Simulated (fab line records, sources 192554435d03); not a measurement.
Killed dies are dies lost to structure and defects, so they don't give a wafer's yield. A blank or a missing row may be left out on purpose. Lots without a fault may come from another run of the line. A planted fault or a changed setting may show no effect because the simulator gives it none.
A struck lot beside a sound one | flow n5_finfet | 38 steps out of a route of 1938
Sound: wafers L334.2, L334.3, L334.5. Struck: wafer L344.5. (L344.2, L344.6 of the same lot were not struck and are left out.) The cause comes at the end.
At each step with rows: each side's tool, then ch and its chambers, then its first start. Under that, the readings that differ: sound wafers | struck wafers | difference of the means | sigmas: that difference in standard deviations of wafers without a fault.
alike: readings whose means differ by less than 2 such deviations, and words and numbers that are the same on both sides. not compared: withheld readings, readings that some wafer has no value for, bounds like >300 that may hide the same value, and numbers for which the record gives no deviation and whose values overlap.
The two part at a step that has a row with sigmas, a row that says differs or no value, or rows on one side only. Numbers that don't overlap but have no deviation are shown without sigmas and don't part them. A reading that every wafer of one side lacks parts them only if that side has two wafers or more.

first, 12 steps without rows for these wafers: N5_SDB_ETCH_18 (etches SOC in N2/H2, target depth 100 nm, overetch 20 nm, time 150 s); N5_SDB_STRIP_19 (strips in N2/H2); N5_SDB_STRIP_21 (strips in CF4); N5_SDB_HM_OPEN_20 (chemistry CH3F/O2, target SiNx, stops on poly-Si, target depth 24 nm); N5_SDB_STRIP_22 (strips in N2/H2); N5_SDB_PRECLEAN_23 (cleans in dHF, time 30 s); N5_SDB_DUMMY_REMOVE_24 (chemistry TMAH, target poly-Si, stops on SiO2, target depth 142 nm, time 57 s, rinse time 30 s); N5_SDB_ETCH_25 (etches SiO2 in C4F6/O2, target depth 10 nm, time 3.3 s); N5_SDB_CUT_ETCH_26 (etches Si in HBr/Cl2/O2, target depth 129.6 nm, bt time 20 s, time 51.8 s); N5_SDB_PRECLEAN_38 (cleans in dHF, time 10 s); N5_SDB_PRECLEAN_39 (cleans in O3/DIW, time 45 s); N5_SDB_SRD_28 (time 30 s).
N5_SDB_ALD_29: deposits SiNx, target thk 30 nm, pulse time 1 s, ald cycles 600.
  sound on ald_sin-03 ch 0,1, day 4 13:40; struck on ald_sin-03 ch 3, day 7 09:11
  reading                              | sound          | struck | difference | sigmas
  ald_cycles                           | 600 600 600    | 549    | -51        |
  model.SiNx_of_SDB_ALD_29.thk_nm (nm) | 30.2 30.2 30.2 | 27.4   | -2.8       |
  alike: heater_power_w, precursor_pulse_height_rel
then, 23 steps without rows for these wafers: N5_SDB_CMP_30 (polishes, stops on poly-Si, t overpolish 1.54 s, target thk 30 nm); N5_DUMMY_REMOVAL_HM_STRIP_01 (strips SiNx in CH3F/O2, stops on poly-Si, target depth 4 nm, time 6.8 s); N5_DUMMY_REMOVAL_STRIP_10 (strips in N2/H2, time 40 s); N5_DUMMY_REMOVAL_PRECLEAN_07 (cleans in dHF, time 30 s); N5_DUMMY_REMOVAL_DUMMY_REMOVE_02 (chemistry TMAH, target poly-Si, stops on SiO2, target depth 142 nm, time 57 s, rinse time 30 s); N5_DUMMY_REMOVAL_PRECLEAN_08 (cleans in NF3:NH3, afs cycles 2, time 20 s, sublimation time 60 s); N5_DUMMY_REMOVAL_PRECLEAN_04 (cleans in DHF, time 37 s); N5_DUMMY_REMOVAL_SRD_05 (time 30 s); N5_HKMG_FIN_IL_REGROW_00 (material SiO2, chemistry O3, target thk 0.75 nm, time 30 s); N5_HKMG_FIN_HK_ALD_01 (deposits HfO2, target thk 1.6 nm, pulse time 3 s, purge time 3 s); N5_HKMG_FIN_HK_ANNEAL_02 (time 30 s); N5_HKMG_FIN_ALD_74 (deposits La2O3, target thk 0.5 nm, pulse time 6 s, co reactant pulse time 1 s); N5_HKMG_FIN_ALD_75 (deposits Al2O3, target thk 1 nm, co reactant pulse time 1 s); N5_HKMG_FIN_COAT_41 (time 60 s, resist thk 300 nm); N5_HKMG_FIN_COAT_42 (time 60 s, resist thk 35 nm); N5_HKMG_FIN_COAT_43 (resist thk 90 nm); N5_HKMG_FIN_EBR_45; N5_HKMG_FIN_SOFTBAKE_44 (time 60 s); N5_HKMG_FIN_EXPOSE_46 (exposes mask NDIPOLE); N5_HKMG_FIN_PEB_47 (peb time 60 s); N5_HKMG_FIN_DEVELOP_48 (develop time 30 s); N5_HKMG_FIN_DESCUM_53 (chemistry O2, time 7.9 s); N5_HKMG_FIN_ETCH_54 (etches SiARC in CF4, target depth 45.5 nm, time 75.8 s).
N5_GATE_CUT_ETCH_58: etches SiNx in CH3F/O2, target depth 17 nm, time 128.6 s.
  sound on rie_diel-01 ch 0,2, day 5 03:05; struck on rie_diel-06 ch 3, day 7 20:56
  reading                              | sound          | struck | difference | sigmas
  drypump_motor_current_A (A)          | 6.0 6.1 6.1    | 5.0    | -1.1       | -2
  model.SiNx_of_SDB_ALD_29.thk_nm (nm) | 24.8 24.6 24.6 | 22.4   | -2.3       |
  alike: oes_product_au, rf_vpp_V, showerhead_plenum_p_Torr, throttle_valve_pct
  not compared: rf_hours_counter_h
-- the record jumps here: 4 days lie between the struck wafers' starts before and after (it left off in module GATE_CUT and takes up again in module BEOL_M4, whose first step shown is number 1111 of the route) --
N5_BEOL_M4_RC_MEAS_101:
  sound on prober-02 ch 0, day 8 15:35; struck on prober-02 ch 0, day 11 16:33
  alike: DIBL_N, DIBL_P, IOFF_N, IOFF_P, ION_N, ION_P, SS_N, SS_P, VT_N, VT_P

WHERE THEY PART
Only at N5_GATE_CUT_ETCH_58, within this record. Later steps at which nothing parts them and some readings are alike: N5_BEOL_M4_RC_MEAS_101.

WHY: what the simulator had put in
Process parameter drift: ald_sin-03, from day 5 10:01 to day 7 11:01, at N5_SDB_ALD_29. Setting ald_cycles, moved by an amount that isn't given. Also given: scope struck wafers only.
